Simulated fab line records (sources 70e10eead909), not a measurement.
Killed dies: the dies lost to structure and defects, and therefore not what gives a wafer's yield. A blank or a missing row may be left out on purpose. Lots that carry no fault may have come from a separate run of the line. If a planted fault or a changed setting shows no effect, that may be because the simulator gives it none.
Struck lot and sound lot, side by side :: flow nandHarc :: 14 steps out of a route of 1159
Sound: these wafers, L129.3, L129.4, L129.6. Struck: wafers L127.2, L127.5, L127.6. The cause is given at the end.
At each step with rows: each side's tool, then ch and its chambers, then its first start. Under that, the readings that differ: sound wafers :: struck wafers :: difference of the means :: sigmas: that difference in standard deviations of wafers without a fault.
alike: readings with means less than 2 such deviations apart, plus words and numbers identical on both sides. not compared: withheld readings, readings lacking a value on some wafer, bounds such as >300 that could conceal the same value, and numbers that have no deviation in the record and whose values overlap.
The two part at a step that has a row with sigmas, a row that says differs or no value, or rows on one side only. Numbers that have no deviation but don't overlap get no sigmas and don't part them. A reading that every wafer of one side lacks parts them only if that side has two wafers or more.

first, 1 step without rows for these wafers: NHARC_A_CONTACT_STRIP_27 (strips in post etch residue remover, time 600 s).
NHARC_A_CONTACT_ALD_18: deposits TiN, target thk 3 nm, pulse time 1 s, ald cycles 150.
  sound on aldMetal-04 ch 0,1,2, day 22 15:29; struck on aldMetal-04 ch 0,1,2, day 22 05:35
  alike: heaterPowerW, precursorPulseHeightRel
NHARC_A_CONTACT_CVD_19: deposits W, target thk 300 nm, time 802 s.
  sound on cvdW-02 ch 0,1; struck on cvdW-01 ch 0,1
  alike: heaterPowerW, throttleValvePct
NHARC_A_CONTACT_CMP_20: polishes, t overpolish 30 s, target thk 300 nm.
  sound on cmp-04 ch 0,3, day 22 18:54; struck on cmp-01 ch 0,1,3, day 22 10:40
  alike: motorCurrentA, overpolishRunS, timeToEndpointS
after that, 1 step had no rows for these wafers: NHARC_A_CONTACT_SRD_22.
NHARC_A_CONTACT_INSPECT_23:
  sound on defectInspect-02, day 22 19:18; struck on defectInspect-02, day 22 11:01
reading: rawDefectCount
sound: 255 323 288
struck: 473 588 754
difference: +316
sigmas: +2
then, 5 steps without rows for these wafers: NHARC_A_BLC_DEHYDRATE_00 (time 120 s); NHARC_A_BLC_HMDS_01 (time 30 s); NHARC_A_BLC_COAT_02 (time 75 s); NHARC_A_BLC_COAT_03 (time 65 s); NHARC_A_BLC_COAT_04 (resist thk 90 nm).
NHARC_A_BLC_SOFTBAKE_05: time 55 s.
  sound on lithoTrack-06 ch 0, day 22 19:00; struck on lithoTrack-01 ch 0, day 22 11:00
reading: heaterPowerTotalW (W)
sound: 188.31 188.48 188.30
struck: 185.24 185.39 185.48
difference: -2.99
sigmas: -25
after that, 1 step had no rows for these wafers: NHARC_A_BLC_EBR_06.
-- record jumps: 2 days between struck wafers' starts before vs after; left off in module A_BLC, resumes in module END, first step shown is number 1159 of the route --
NHARC_END_SORT_01:
  sound on prober-01 ch 0, day 25 08:08; struck on prober-02 ch 0, day 24 11:52
reading: killedAtArray
sound: 19 17 21
struck: 41 36 41
difference: +20
sigmas: +2

reading: killedDies
sound: 22 22 24
struck: 46 45 46
difference: +23
sigmas: +2
  alike: killedAtOther, killedAtPeriphery, killedOpen, killedShort

== WHERE THEY PART ==
Last at NHARC_END_SORT_01 as far as this record goes, first at NHARC_A_CONTACT_INSPECT_23.

WHY: whatever the simulator had introduced
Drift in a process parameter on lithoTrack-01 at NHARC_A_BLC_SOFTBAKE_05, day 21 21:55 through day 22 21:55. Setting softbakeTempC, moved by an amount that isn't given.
